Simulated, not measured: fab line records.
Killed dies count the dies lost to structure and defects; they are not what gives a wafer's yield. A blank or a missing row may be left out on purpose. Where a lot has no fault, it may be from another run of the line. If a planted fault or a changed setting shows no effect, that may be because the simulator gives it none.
fab line records	flow n5Finfet
record: lots: 24	wafers: 72	lastDay: 19
route steps=1938 shown SD_ACTIVATION@331 SDB@365 HKMG_FIN@431 GATE_CUT@488
lots that met no fault: taken from a fault-free run of the same line
startH: hours from the record's opening day to when the first of the lot's shown wafers began	waitH: hours since the lot's step before	" as in the row above	L1.1+2: a row that stands for several wafers	- value missing, or start not given	* or withheld: withheld	< > ~ a bound
route shown NAME@n: a module of which the file shows steps, and the number in the route of the first	usual: the fault-free wafers' mean and standard deviation	same: alike in all rows	chamber/n: place in a boat	sites: per-site readings	_std_site: standard deviation of those values	_edge_site: outer sites' mean less inner sites'	radiusMm: how far each site lies from the wafer's centre	mask NAME#n: copy n	behind: the tool/chamber that last shaped the wafer	hold: reason for holding the lot/hours on hold/outcome of the hold	device: the transistor (n, p or np) that didn't switch	end of line: tests run on the same wafers once the route is complete	step lacking rows: just its recipe	killed: dies lost to structure and defects at the first sort, not the wafer's yield	map: shows each die of a wafer: x if killed, . if not, _ if none is there
set.NAME: the setting the step ran with; set.NAME@STEP: the setting that earlier step ran with	model.NAME: the simulator's own value behind a step, which no gauge read
the route's steps for a sample of lots (tables are steps, rows are wafers)
services: from which hour (startH, from the record's first day; less than 0 if before it) a tool's chamber was out of use, for how many hours, and why
== steps ==
step: N5_SD_ACTIVATION_LSA_01
recipe: tempC: 1080	timeS: 0.0008	ambient: N2
usual: wafer_temp_C_max: 1085.2/1.1
lot.wafer	tool	chamber	startH	waitH	wafer_temp_C_max
L074.2	laserAnneal-02	0	56.46	0.2	1086.7
L074.3	"	0	"	"	1084.8
L074.5	"	0	"	"	1086.1
L075.3	laserAnneal-01	0	66.73	0.2	1087.7
L075.4	"	0	"	"	1084.6
L075.6	"	0	"	"	1085.1
L076.1	laserAnneal-02	0	80.04	0.2	1084.8
L076.5	"	0	"	"	1085.1
L076.6	"	0	"	"	1085.5
L077.1	laserAnneal-02	0	85.74	0.2	1088.2
L077.2	"	0	"	"	1084.5
L077.5	"	0	"	"	1086.2
L078.2	laserAnneal-01	0	88.49	0.2	1084.1
L078.3	"	0	"	"	1084.4
L078.6	"	0	"	"	1084.6
L079.1	laserAnneal-02	0	94.20	0.2	1085.1
L079.2	"	0	"	"	1085.9
L079.3	"	0	"	"	1084.6
L080.1	laserAnneal-01	0	96.97	0.2	1085.9
L080.3	"	0	"	"	1083.6
L080.4	"	0	"	"	1084.1
L081.1	laserAnneal-02	0	104.78	0.2	1086.9
L081.2	"	0	"	"	1084.4
L081.4	"	0	"	"	1086.3
L082.1	laserAnneal-01	0	106.81	0.2	1086.6
L082.2	"	0	"	"	1084.4
L082.5	"	0	"	"	1085.7
L083.1	laserAnneal-02	0	115.16	0.2	1085.0
L083.2	"	0	"	"	1086.7
L083.5	"	0	"	"	1086.2
L084.2	laserAnneal-01	0	120.01	0.2	1083.9
L084.4	"	0	"	"	1084.2
L084.6	"	0	"	"	1084.6
L085.3	laserAnneal-02	0	127.40	0.2	1087.3
L085.5	"	0	"	"	1087.3
L085.6	"	0	"	"	1086.2
L086.1	laserAnneal-01	0	132.14	0.2	1084.7
L086.2	"	0	"	"	1083.5
L086.4	"	0	"	"	1084.3
L087.4	laserAnneal-02	0	136.66	0.2	1088.5
L087.5	"	0	"	"	1086.6
L087.6	"	0	"	"	1084.4
L088.1	laserAnneal-01	0	143.36	0.2	1084.8
L088.2	"	0	"	"	1085.7
L088.4	"	0	"	"	1084.4
L089.1	laserAnneal-02	0	149.41	0.2	1085.3
L089.3	"	0	"	"	1086.2
L089.5	"	0	"	"	1085.3
L090.1	laserAnneal-01	0	155.84	0.2	1084.8
L090.2	"	0	"	"	1084.1
L090.4	"	0	"	"	1085.6
L091.1	laserAnneal-02	0	161.55	0.2	1085.6
L091.3	"	0	"	"	1085.3
L091.6	"	0	"	"	1084.2
L092.3	laserAnneal-01	0	171.24	0.2	1084.6
L092.4	"	0	"	"	1083.8
L092.5	"	0	"	"	1085.5
L093.1	laserAnneal-01	0	174.66	0.2	1084.8
L093.3	"	0	"	"	1082.9
L093.5	"	0	"	"	1084.2
L094.1	laserAnneal-01	0	179.61	0.2	1085.9
L094.2	"	0	"	"	1084.1
L094.5	"	0	"	"	1084.1
L095.1	laserAnneal-01	0	185.29	0.2	1084.8
L095.5	"	0	"	"	1083.5
L095.6	"	0	"	"	1085.7
L096.3	laserAnneal-01	0	194.13	0.2	1085.0
L096.5	"	0	"	"	1085.2
L096.6	"	0	"	"	1084.1
L097.1	laserAnneal-02	0	198.81	0.2	1085.3
L097.3	"	0	"	"	1086.3
L097.5	"	0	"	"	1084.7
step: N5_SDB_STRIP_22
recipe: chemistry: N2/H2	powerW: 1000	tempC: 250	h2Frac: 0.65	overashFraction: 0.3	pressureMtorr: withheld	n2FlowSccm: 1750	h2FlowSccm: 3250
usual: drypumpMotorCurrentA: 5.8/0.33	heaterPowerW: 328/26	n2FlowSccm: 1751/5	oesProductAu: 0.714/0.0045	stripTimeToEndpointS: 96.2/0.6
lot.wafer	tool	chamber	startH	waitH	drypumpMotorCurrentA	heaterPowerW	n2FlowSccm	oesProductAu	rfHoursCounterH	stripTimeToEndpointS
L074.2	plasmaAsher-02	0	64.20	0.1	6.1	358	1748	0.717	37	95.5
L074.3	"	1	"	"	5.6	305	1753	0.714	-	95.8
L074.5	"	1	"	"	5.5	305	1749	0.719	-	95.5
L075.3	plasmaAsher-01	0	74.27	0.1	6.2	311	1746	0.710	-	95.9
L075.4	"	1	"	"	5.4	342	1753	0.718	-	97.3
L075.6	"	1	"	"	5.4	344	1750	0.711	-	95.9
L076.1	plasmaAsher-02	1	87.62	0.1	5.5	305	1758	0.717	41	96.5
L076.5	"	0	"	"	6.0	362	1741	0.714	-	96.1
L076.6	"	1	"	"	5.5	298	1755	0.715	-	96.5
L077.1	plasmaAsher-01	0	93.81	0.1	6.2	306	1752	0.713	89	96.1
L077.2	"	1	"	"	5.4	341	1752	0.715	89	95.8
L077.5	"	1	"	"	5.4	350	1759	0.713	-	96.5
L078.2	plasmaAsher-02	1	96.59	0.1	5.6	307	1752	0.717	42	96.3
L078.3	"	1	"	"	5.6	306	1754	0.712	-	97.6
L078.6	"	0	"	"	6.0	364	1747	0.713	-	95.8
L079.1	plasmaAsher-02	0	102.53	0.1	6.0	360	1757	0.717	43	96.0
L079.2	"	1	"	"	5.5	297	1753	0.718	43	97.5
L079.3	"	1	"	"	5.6	307	1753	0.713	-	95.7
L080.1	plasmaAsher-01	1	105.13	0.1	5.4	339	1756	0.712	91	96.1
L080.3	"	1	"	"	5.4	339	1757	0.706	-	95.7
L080.4	"	0	"	"	6.2	302	1753	0.714	-	96.6
L081.1	plasmaAsher-02	0	112.83	0.1	6.0	358	1749	0.724	45	95.4
L081.2	"	1	"	"	5.5	304	1751	0.707	45	96.6
L081.4	"	1	"	"	5.5	296	1758	0.709	-	94.7
L082.1	plasmaAsher-02	0	114.68	0.1	6.0	362	1749	0.716	46	95.2
L082.2	"	1	"	"	5.5	304	1754	0.722	46	96.3
L082.5	"	0	"	"	6.0	362	1747	0.716	-	95.7
L083.1	plasmaAsher-01	0	123.33	0.1	6.2	309	1760	0.715	95	95.5
L083.2	"	1	"	"	5.4	345	1747	0.711	95	96.3
L083.5	"	0	"	"	6.1	311	1748	0.712	-	95.4
L084.2	plasmaAsher-02	1	128.14	0.1	5.6	304	1760	0.712	50	96.1
L084.4	"	1	"	"	5.6	306	1750	0.721	-	96.3
L084.6	"	0	"	"	6.0	362	1745	0.711	-	95.8
L085.3	plasmaAsher-02	1	135.35	0.1	5.5	299	1751	0.718	-	97.7
L085.5	"	1	"	"	5.5	300	1746	0.720	-	97.7
L085.6	"	0	"	"	6.0	370	1755	0.715	-	96.4
L086.1	plasmaAsher-01	0	140.13	0.1	6.2	302	1744	0.717	98	96.0
L086.2	"	1	"	"	5.4	340	1745	0.719	98	97.0
L086.4	"	1	"	"	5.4	339	1752	0.712	-	95.9
L087.4	plasmaAsher-02	0	146.34	0.1	6.0	364	1736	0.716	-	97.2
L087.5	"	0	"	"	6.0	365	1744	0.718	-	95.7
L087.6	"	1	"	"	5.5	308	1746	0.714	-	95.5
L088.1	plasmaAsher-01	1	151.76	0.1	5.4	343	1749	0.708	100	95.5
L088.2	"	0	"	"	6.2	306	1760	0.716	100	95.4
L088.4	"	0	"	"	6.2	308	1756	0.715	-	95.4
L089.1	plasmaAsher-02	0	157.12	0.1	6.0	366	1748	0.710	56	96.0
L089.3	"	0	"	"	6.0	358	1750	0.714	-	97.3
L089.5	"	0	"	"	6.1	361	1753	0.717	-	97.2
L090.1	plasmaAsher-02	0	163.70	0.1	6.1	352	1749	0.708	57	95.3
L090.2	"	1	"	"	5.5	300	1744	0.716	57	95.5
L090.4	"	1	"	"	5.5	302	1742	0.716	-	95.8
L091.1	plasmaAsher-01	1	169.88	0.1	5.3	337	1752	0.712	103	96.3
L091.3	"	0	"	"	6.2	308	1754	0.718	-	97.7
L091.6	"	1	"	"	5.3	348	1743	0.710	-	96.2
L092.3	plasmaAsher-02	0	178.90	0.1	6.1	360	1762	0.718	-	95.7
L092.4	"	1	"	"	5.6	304	1747	0.723	-	96.4
L092.5	"	0	"	"	6.0	359	1754	0.708	-	95.9
L093.1	plasmaAsher-01	1	182.63	0.1	5.4	336	1752	0.712	105	96.3
L093.3	"	1	"	"	5.4	340	1754	0.721	-	95.8
L093.5	"	0	"	"	6.2	307	1755	0.716	-	95.9
L094.1	plasmaAsher-01	0	187.69	0.1	6.2	299	1751	0.721	106	96.0
L094.2	"	1	"	"	5.4	346	1741	0.715	106	95.6
L094.5	"	0	"	"	6.2	310	1750	0.714	-	95.8
L095.1	plasmaAsher-01	1	193.75	0.1	5.4	338	1752	0.715	108	95.7
L095.5	"	0	"	"	6.2	309	1752	0.721	-	96.1
L095.6	"	1	"	"	5.4	346	1757	0.712	-	95.2
L096.3	plasmaAsher-02	1	202.17	0.1	5.5	303	1754	0.718	-	96.5
L096.5	"	0	"	"	6.0	368	1753	0.714	-	95.9
L096.6	"	1	"	"	5.5	293	1756	0.708	-	96.1
L097.1	plasmaAsher-01	1	206.42	0.1	5.3	342	1761	0.711	110	96.6
L097.3	"	0	"	"	6.2	308	1753	0.719	-	96.5
L097.5	"	1	"	"	5.4	344	1752	0.711	-	96.9
step: N5_HKMG_FIN_OVL_MEAS_13
recipe: pointsPerWafer: 44
usual: NWFM_OVL: -0.2/0.76
lot.wafer	tool	chamber	startH	waitH	NWFM_OVL[nm]
L074.2	overlay-02	0	73.29	0.0	0.3
L074.3	"	0	"	"	-0.9
L074.5	"	0	"	"	-0.8
L075.3	overlay-02	0	82.58	0.0	-0.8
L075.4	"	0	"	"	-0.1
L075.6	"	0	"	"	0.1
L076.1	overlay-01	0	96.98	0.0	-0.9
L076.5	"	0	"	"	-0.9
L076.6	"	0	"	"	-1.8
L077.1	overlay-01	0	102.90	0.0	0.6
L077.2	"	0	"	"	0.5
L077.5	"	0	"	"	-0.2
L078.2	overlay-02	0	105.38	0.0	-0.1
L078.3	"	0	"	"	0.2
L078.6	"	0	"	"	-1.2
L079.1	overlay-01	0	111.24	0.0	-0.3
L079.2	"	0	"	"	-0.5
L079.3	"	0	"	"	-0.4
L080.1	overlay-01	0	113.74	0.0	-1.1
L080.3	"	0	"	"	-0.9
L080.4	"	0	"	"	-0.1
L081.1	overlay-01	0	121.66	0.0	-0.7
L081.2	"	0	"	"	0.1
L081.4	"	0	"	"	0.1
L082.1	overlay-01	0	123.39	0.0	-0.2
L082.2	"	0	"	"	-0.6
L082.5	"	0	"	"	-0.7
L083.1	overlay-01	0	131.95	0.0	0.2
L083.2	"	0	"	"	-1.3
L083.5	"	0	"	"	-0.4
L084.2	overlay-02	0	136.73	0.0	0.4
L084.4	"	0	"	"	-0.6
L084.6	"	0	"	"	0.2
L085.3	overlay-01	0	144.13	0.0	-0.4
L085.5	"	0	"	"	-0.8
L085.6	"	0	"	"	-0.5
L086.1	overlay-02	0	149.73	0.0	0.7
L086.2	"	0	"	"	0.1
L086.4	"	0	"	"	-0.3
L087.4	overlay-02	0	156.32	0.0	-0.7
L087.5	"	0	"	"	-0.1
L087.6	"	0	"	"	0.4
L088.1	overlay-02	0	161.60	0.0	-0.4
L088.2	"	0	"	"	-0.4
L088.4	"	0	"	"	-0.4
L089.1	overlay-01	0	167.71	0.0	1.3
L089.3	"	0	"	"	0.9
L089.5	"	0	"	"	1.2
L090.1	overlay-01	0	172.99	0.0	-0.3
L090.2	"	0	"	"	-0.4
L090.4	"	0	"	"	-1.0
L091.1	overlay-02	0	179.55	0.0	0.3
L091.3	"	0	"	"	0.4
L091.6	"	0	"	"	-0.4
L092.3	overlay-01	0	188.27	0.0	0.3
L092.4	"	0	"	"	0.0
L092.5	"	0	"	"	1.6
L093.1	overlay-02	0	191.46	0.0	0.3
L093.3	"	0	"	"	-1.1
L093.5	"	0	"	"	0.1
L094.1	overlay-02	0	197.98	0.0	0.6
L094.2	"	0	"	"	0.6
L094.5	"	0	"	"	0.4
L095.1	overlay-02	0	202.19	0.0	0.4
L095.5	"	0	"	"	1.0
L095.6	"	0	"	"	0.6
L096.3	overlay-02	0	210.97	0.0	0.3
L096.5	"	0	"	"	0.1
L096.6	"	0	"	"	-0.6
L097.1	overlay-01	0	215.33	0.0	-1.2
L097.3	"	0	"	"	-1.1
L097.5	"	0	"	"	-1.6
step: N5_HKMG_FIN_ETCH_86
recipe: chemistry: N2/H2	target: SOC	targetDepthA: 3932	stopOn: TiN	ionEnergyEv: 100	biasW: 61	pressureMtorr: 30	sourceW: 850	n2FlowSccm: 200	h2FlowSccm: 200
usual: drypumpMotorCurrentA: 5.6/0.43	n2FlowSccm: 200.0/0.61	oesProductAu: 0.77/0.086	rfVppV: 241.0/1.3	showerheadPlenumPTorr: 2.55/0.09	throttleValvePct: 17.75/0.23
lot.wafer	tool	chamber	startH	waitH	drypumpMotorCurrentA	n2FlowSccm	oesProductAu	rfHoursCounterH	rfVppV	showerheadPlenumPTorr	throttleValvePct
L074.2	rieDiel-03	2	74.67	-	5.2	199.2	0.73	148	239.5	2.43	17.84
L074.3	"	0	"	"	5.0	200.2	0.92	5	242.1	2.58	17.44
L074.5	"	1	"	"	5.8	200.4	0.72	-	241.7	2.52	17.60
L075.3	rieDiel-02	1	83.96	-	5.5	200.1	0.71	212	239.5	2.54	18.21
L075.4	"	2	"	"	5.2	200.7	0.79	-	242.8	2.66	17.50
L075.6	"	3	"	"	5.7	199.9	0.69	-	240.0	2.48	17.61
L076.1	rieDiel-02	2	98.36	-	5.2	200.2	0.78	91	241.2	2.66	17.50
L076.5	"	2	"	"	5.2	199.1	0.79	-	242.3	2.66	17.50
L076.6	"	3	"	"	5.7	200.4	0.69	-	241.4	2.48	17.62
L077.1	rieDiel-02	3	104.35	-	5.7	200.3	0.69	238	240.5	2.47	17.61
L077.2	"	0	"	"	6.3	201.1	0.85	51	242.1	2.56	17.71
L077.5	"	3	"	"	5.7	200.0	0.69	-	240.4	2.47	17.61
L078.2	rieDiel-02	2	107.01	-	5.2	199.9	0.78	94	241.7	2.65	17.50
L078.3	"	0	"	"	6.3	201.3	0.84	52	240.6	2.56	17.72
L078.6	"	3	"	"	5.7	200.0	0.68	-	240.4	2.47	17.62
L079.1	rieDiel-02	3	112.64	-	5.7	198.8	0.68	242	240.9	2.47	17.63
L079.2	"	1	"	"	5.4	200.2	0.70	222	240.1	2.53	18.23
L079.3	"	2	"	"	5.2	199.9	0.78	97	242.9	2.65	17.53
L080.1	rieDiel-04	0	115.22	-	5.8	200.0	0.71	188	241.2	2.66	17.90
L080.3	"	2	"	"	6.2	200.7	0.68	247	238.7	2.39	17.94
L080.4	"	3	"	"	6.0	199.0	0.69	249	242.7	2.62	18.19
L081.1	rieDiel-03	0	123.03	-	5.0	200.8	0.88	22	239.4	2.57	17.46
L081.2	"	3	"	"	4.9	200.2	0.68	247	239.9	2.40	18.02
L081.4	"	1	"	"	5.8	198.9	0.71	-	239.3	2.52	17.64
L082.1	rieDiel-04	2	124.77	-	6.2	199.8	0.68	250	238.2	2.39	17.94
L082.2	"	0	"	"	5.8	200.1	0.71	191	240.9	2.66	17.92
L082.5	"	2	"	"	6.2	200.0	0.68	-	238.1	2.39	17.93
L083.1	rieDiel-04	2	133.33	-	6.2	200.8	0.67	253	237.9	2.39	17.95
L083.2	"	1	"	"	5.7	200.4	0.75	166	240.8	2.55	17.97
L083.5	"	1	"	"	5.7	199.9	0.75	-	241.4	2.55	17.97
L084.2	rieDiel-03	0	138.13	-	5.0	200.5	0.86	26	242.4	2.57	17.48
L084.4	"	0	"	"	5.0	199.9	0.87	-	241.2	2.57	17.46
L084.6	"	1	"	"	5.8	199.4	0.70	-	241.1	2.51	17.63
L085.3	rieDiel-03	0	145.58	-	5.0	199.0	0.87	29	241.2	2.57	17.49
L085.5	"	1	"	"	5.8	200.2	0.71	-	240.8	2.51	17.64
L085.6	"	0	"	"	5.0	199.1	0.85	-	241.0	2.57	17.48
L086.1	rieDiel-02	0	151.33	-	6.3	199.7	0.82	69	241.6	2.55	17.74
L086.2	"	1	"	"	5.5	200.5	0.69	236	241.1	2.53	18.26
L086.4	"	2	"	"	5.3	200.1	0.77	-	242.4	2.65	17.53
L087.4	rieDiel-03	2	157.71	-	5.2	199.1	0.71	176	239.7	2.41	17.87
L087.5	"	1	"	"	5.8	199.6	0.70	-	239.5	2.51	17.67
L087.6	"	2	"	"	5.2	199.2	0.71	-	239.8	2.41	17.88
L088.1	rieDiel-04	3	163.09	-	6.0	199.1	0.93	14	242.6	2.62	17.81
L088.2	"	0	"	"	5.8	198.9	0.70	208	243.3	2.65	17.95
L088.4	"	3	"	"	6.0	199.3	0.92	-	242.2	2.62	17.81
L089.1	rieDiel-03	0	169.09	-	5.0	199.4	0.84	39	241.5	2.56	17.50
L089.3	"	3	"	"	4.8	200.7	0.95	4	243.7	2.71	17.54
L089.5	"	2	"	"	5.3	200.3	0.71	-	239.6	2.41	17.89
L090.1	rieDiel-03	3	174.36	-	4.9	201.2	0.94	6	242.9	2.71	17.55
L090.2	"	2	"	"	5.3	200.5	0.71	182	238.9	2.41	17.89
L090.4	"	0	"	"	5.0	199.9	0.85	41	241.4	2.56	17.52
L091.1	rieDiel-04	2	180.93	-	6.2	199.4	0.96	5	242.9	2.71	17.55
L091.3	"	1	"	"	5.7	200.1	0.74	180	242.0	2.54	18.01
L091.6	"	3	"	"	6.0	199.7	0.92	-	240.0	2.62	17.83
L092.3	rieDiel-04	3	189.64	-	6.0	200.6	0.91	22	243.4	2.61	17.80
L092.4	"	1	"	"	5.7	199.5	0.74	182	241.1	2.54	18.01
L092.5	"	3	"	"	6.0	200.6	0.91	-	242.5	2.61	17.80
L093.1	rieDiel-02	3	192.91	-	5.7	199.2	0.93	11	237.9	2.47	17.26
L093.3	"	2	"	"	5.2	199.3	0.75	125	241.8	2.64	17.55
L093.5	"	0	"	"	6.3	200.4	0.81	-	241.5	2.54	17.76
L094.1	rieDiel-02	0	199.38	-	6.4	199.2	0.80	87	241.4	2.54	17.78
L094.2	"	3	"	"	5.7	199.7	0.92	14	240.6	2.46	17.26
L094.5	"	2	"	"	5.3	200.6	0.75	-	243.4	2.64	17.56
L095.1	rieDiel-04	1	203.73	-	5.7	200.2	0.73	187	240.8	2.54	18.02
L095.5	"	2	"	"	6.2	200.9	0.92	-	243.5	2.70	17.57
L095.6	"	3	"	"	6.0	198.8	0.89	-	239.8	2.61	17.83
L096.3	rieDiel-03	0	212.54	-	5.0	199.5	0.83	52	238.4	2.56	17.53
L096.5	"	1	"	"	5.8	200.6	0.69	-	240.9	2.50	17.68
L096.6	"	2	"	"	5.2	199.5	0.70	-	240.9	2.41	17.91
L097.1	rieDiel-03	3	216.71	-	4.9	200.5	0.90	20	242.1	2.70	17.58
L097.3	"	2	"	"	5.3	200.6	0.70	196	240.5	2.41	17.92
L097.5	"	0	"	"	5.0	199.4	0.82	-	240.7	2.56	17.53
step: N5_HKMG_FIN_W_FILL_22
recipe: material: W	targetThkA: 600	tempC: 400	pressureTorr: 39.4	timeS: 18.2
usual: heaterPowerOuterW: 521/52	heaterPowerW: 883/50	throttleValvePct: 19.38/0.26
lot.wafer	tool	chamber	startH	waitH	heaterPowerOuterW	heaterPowerW	sinceWetCleanH	throttleValvePct
L074.2	cvdW-02	1	76.92	0.0	595	955	759	19.50
L074.3	"	0	"	"	496	844	-	19.42
L074.5	"	0	"	"	485	842	-	19.14
L075.3	cvdW-02	1	86.33	0.0	585	936	-	19.72
L075.4	"	0	"	"	483	853	-	19.09
L075.6	"	0	"	"	491	847	-	19.16
L076.1	cvdW-02	1	100.74	0.0	589	935	783	19.73
L076.5	"	0	"	"	476	853	-	18.86
L076.6	"	1	"	"	592	946	-	19.61
L077.1	cvdW-01	1	106.70	0.0	479	871	275	19.20
L077.2	"	0	"	"	458	816	275	18.98
L077.5	"	0	"	"	481	850	-	19.50
L078.2	cvdW-02	0	109.28	0.0	493	824	791	19.34
L078.3	"	0	"	"	494	839	-	19.23
L078.6	"	1	"	"	585	967	-	19.32
L079.1	cvdW-01	1	114.90	0.0	489	857	283	19.35
L079.2	"	0	"	"	469	838	283	19.16
L079.3	"	1	"	"	473	884	-	19.42
L080.1	cvdW-02	0	117.56	0.0	486	818	800	19.03
L080.3	"	1	"	"	592	961	-	19.78
L080.4	"	0	"	"	468	851	-	19.16
L081.1	cvdW-02	0	125.36	0.0	485	848	807	19.11
L081.2	"	1	"	"	593	947	807	19.73
L081.4	"	1	"	"	590	964	-	19.44
L082.1	cvdW-01	1	127.01	0.0	484	858	295	19.22
L082.2	"	0	"	"	477	839	295	19.38
L082.5	"	1	"	"	487	858	-	19.28
L083.1	cvdW-02	0	135.58	0.0	491	868	818	19.12
L083.2	"	1	"	"	587	916	818	19.47
L083.5	"	0	"	"	489	841	-	19.09
L084.2	cvdW-02	1	140.42	0.0	589	932	822	19.39
L084.4	"	0	"	"	484	869	-	19.34
L084.6	"	0	"	"	485	850	-	19.07
L085.3	cvdW-02	1	148.08	0.0	591	968	-	19.73
L085.5	"	0	"	"	483	844	-	19.46
L085.6	"	1	"	"	595	966	-	19.67
L086.1	cvdW-02	0	153.80	0.0	467	854	836	19.37
L086.2	"	1	"	"	572	939	836	19.80
L086.4	"	0	"	"	487	865	-	19.28
L087.4	cvdW-02	1	160.02	0.0	581	948	-	19.77
L087.5	"	1	"	"	580	949	-	19.73
L087.6	"	0	"	"	480	877	-	19.03
L088.1	cvdW-02	0	165.48	0.0	493	836	847	19.00
L088.2	"	1	"	"	600	923	847	19.76
L088.4	"	0	"	"	482	838	-	19.14
L089.1	cvdW-02	1	171.36	0.0	594	970	853	19.87
L089.3	"	0	"	"	503	843	-	19.15
L089.5	"	1	"	"	600	939	-	19.49
L090.1	cvdW-01	1	176.87	0.0	487	858	345	19.35
L090.2	"	0	"	"	478	857	345	19.31
L090.4	"	0	"	"	472	818	-	19.30
L091.1	cvdW-02	1	183.31	0.0	594	943	865	19.65
L091.3	"	0	"	"	493	834	-	19.05
L091.6	"	0	"	"	484	862	-	19.18
L092.3	cvdW-02	1	192.11	0.0	573	940	-	19.97
L092.4	"	0	"	"	484	836	-	19.30
L092.5	"	1	"	"	588	950	-	19.84
L093.1	cvdW-02	0	195.27	0.1	497	835	877	19.18
L093.3	"	0	"	"	497	864	-	19.55
L093.5	"	0	"	"	496	852	-	19.23
L094.1	cvdW-02	0	201.78	0.0	488	839	884	19.20
L094.2	"	1	"	"	591	969	884	19.88
L094.5	"	1	"	"	596	957	-	20.08
L095.1	cvdW-01	1	206.20	0.0	494	884	374	19.54
L095.5	"	1	"	"	475	877	-	19.55
L095.6	"	0	"	"	462	816	-	19.26
L096.3	cvdW-02	0	214.86	0.0	493	851	-	19.29
L096.5	"	1	"	"	594	961	-	19.81
L096.6	"	0	"	"	479	852	-	19.41
L097.1	cvdW-01	0	219.07	0.0	463	836	387	19.32
L097.3	"	0	"	"	471	820	-	19.39
L097.5	"	0	"	"	476	838	-	19.16
step: N5_GATE_CUT_OVL_MEAS_14
recipe: pointsPerWafer: 522
usual: GATE_CUT_OVL: 0.0/0.76
lot.wafer	tool	chamber	startH	waitH	GATE_CUT_OVL[nm]
L074.2	overlay-02	0	81.35	0.0	0.3
L074.3	"	0	"	"	-0.9
L074.5	"	0	"	"	-0.3
L075.3	overlay-01	0	90.76	0.0	0.1
L075.4	"	0	"	"	0.2
L075.6	"	0	"	"	-1.0
L076.1	overlay-02	0	105.56	0.0	0.0
L076.5	"	0	"	"	0.9
L076.6	"	0	"	"	0.7
L077.1	overlay-01	0	111.60	0.0	0.0
L077.2	"	0	"	"	-0.5
L077.5	"	0	"	"	-1.5
L078.2	overlay-01	0	113.92	0.0	0.5
L078.3	"	0	"	"	0.2
L078.6	"	0	"	"	0.7
L079.1	overlay-01	0	119.97	0.0	-0.8
L079.2	"	0	"	"	-0.7
L079.3	"	0	"	"	-0.6
L080.1	overlay-02	0	122.11	0.0	0.9
L080.3	"	0	"	"	1.5
L080.4	"	0	"	"	0.9
L081.1	overlay-02	0	129.97	0.0	0.5
L081.2	"	0	"	"	-0.1
L081.4	"	0	"	"	-0.5
L082.1	overlay-02	0	131.46	0.0	-0.3
L082.2	"	0	"	"	-0.7
L082.5	"	0	"	"	-0.3
L083.1	overlay-01	0	140.17	0.0	0.4
L083.2	"	0	"	"	0.5
L083.5	"	0	"	"	0.7
L084.2	overlay-02	0	145.76	0.0	0.6
L084.4	"	0	"	"	1.2
L084.6	"	0	"	"	0.2
L085.3	overlay-02	0	152.73	0.0	-0.2
L085.5	"	0	"	"	0.4
L085.6	"	0	"	"	-0.4
L086.1	overlay-02	0	158.52	0.0	0.9
L086.2	"	0	"	"	1.3
L086.4	"	0	"	"	1.1
L087.4	overlay-02	0	165.31	0.0	0.3
L087.5	"	0	"	"	0.3
L087.6	"	0	"	"	1.6
L088.1	overlay-01	0	170.44	0.0	-0.1
L088.2	"	0	"	"	-0.2
L088.4	"	0	"	"	-0.5
L089.1	overlay-01	0	175.97	0.0	1.3
L089.3	"	0	"	"	0.6
L089.5	"	0	"	"	-0.1
L090.1	overlay-02	0	181.43	0.0	-0.6
L090.2	"	0	"	"	-0.8
L090.4	"	0	"	"	-1.2
L091.1	overlay-01	0	188.04	0.0	0.4
L091.3	"	0	"	"	0.9
L091.6	"	0	"	"	-0.1
L092.3	overlay-02	0	196.70	0.0	-0.7
L092.4	"	0	"	"	0.3
L092.5	"	0	"	"	0.3
L093.1	overlay-02	0	200.14	0.0	-1.0
L093.3	"	0	"	"	-1.0
L093.5	"	0	"	"	0.3
L094.1	overlay-02	0	206.65	0.0	-1.2
L094.2	"	0	"	"	0.4
L094.5	"	0	"	"	0.2
L095.1	overlay-02	0	212.09	0.0	-0.2
L095.5	"	0	"	"	-0.3
L095.6	"	0	"	"	-0.8
L096.3	overlay-01	0	220.10	0.0	-0.4
L096.5	"	0	"	"	-1.1
L096.6	"	0	"	"	-0.3
L097.1	overlay-02	0	223.54	0.0	-2.1
L097.3	"	0	"	"	-2.4
L097.5	"	0	"	"	-1.7
== services ==
tool	chamber	startH	hours	kind
rieDiel-03	0	40.31	-	clean
rieDiel-03	0	40.31	-	consumableReplace:focusRing
rieDiel-04	3	41.59	1.3	repair
cvdW-01	-	44.33	14.6	pm
rieDiel-03	3	45.61	4.3	repair
rieDiel-02	1	52.92	1.5	repair
rieDiel-04	0	57.66	4.1	repair
rieDiel-02	0	73.23	5.6	repair
cvdW-01	-	80.53	0.5	repair
rieDiel-02	0	82.78	5.5	repair
laserAnneal-01	-	83.61	2.2	pm
laserAnneal-02	-	87.55	0.9	repair
cvdW-01	0	88.18	1.8	repair
rieDiel-04	0	98.94	4.2	repair
laserAnneal-02	-	105.31	1.8	pm
rieDiel-03	3	134.34	-	clean
rieDiel-03	3	134.34	-	consumableReplace:focusRing
cvdW-02	-	141.83	6.0	pm
rieDiel-04	0	148.13	4.3	repair
laserAnneal-02	-	153.24	4.2	repair
laserAnneal-02	-	169.76	26.0	repair
plasmaAsher-01	-	171.51	4.3	repair
cvdW-02	1	192.35	3.6	repair
rieDiel-03	0	201.11	2.7	repair
== key ==
fault none
